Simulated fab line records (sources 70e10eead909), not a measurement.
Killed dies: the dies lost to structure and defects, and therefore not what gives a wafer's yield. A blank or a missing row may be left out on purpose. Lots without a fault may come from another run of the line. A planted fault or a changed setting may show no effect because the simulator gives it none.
Chamber matching -- flow nand harc -- NHARC_P_ZERO_WELL_ETCH_65 on rie diel-07 has 4 sister chambers
The step etches the open film in N2/H2, target depth 80 nm, overetch 24 nm, time 87.88 s. 7 wafers are shown with their chamber, then 11 later ones without.

== WAFERS, EACH WITH ITS CHAMBER ==
wafer,chamber,drypump motor current A (A),rf vpp V (V)
L085.1,1,5.95,428.7
L085.5,1,5.93,428.7
L085.6,3,6.29,426.8
L088.1,3,6.28,427.1
L088.3,2,6.05,431.4
L088.4,0,5.63,430.9
L089.2,0,5.61,429.9

== WAFERS WHOSE CHAMBER IS MISSING ==
wafer,drypump motor current A (A),rf vpp V (V)
L089.4,5.63,431.2
L089.6,6.08,431.5
L091.1,6.33,425.6
L091.3,6.28,427.8
L091.5,6.29,427.7
L093.2,5.63,429.9
L093.3,6.02,431.5
L093.5,5.63,430.3
L097.2,6.29,426.6
L097.4,5.62,429.3
L097.5,6.06,429.9

== WHICH CHAMBER EACH ONE RAN IN ==
wafer,from the rows above,in truth
L089.4,0,0
L089.6,2,2
L091.1,3,3
L091.3,3,3
L091.5,3,3
L093.2,0,0
L093.3,2,2
L093.5,0,0
L097.2,3,3
L097.4,0,0
L097.5,2,2
Correctly placed: 11 of 11. Not placeable from these rows: 0. 0 placed wrongly.
How it was worked out, from the rows above alone: a wafer's distance from a chamber is the root of the sum, over the readings, of the square of ((its reading less the chamber's mean) divided by the reading's scatter). If the next closest chamber is less than 2 further off than the closest, the wafer can't be placed; otherwise it belongs to the closest. For every chamber, the mean is computed from those of its wafers that are shown. The scatter: the root of (the sum of the squares of (reading less its chamber's mean) over the shown wafers, divided by (wafers less chambers)).
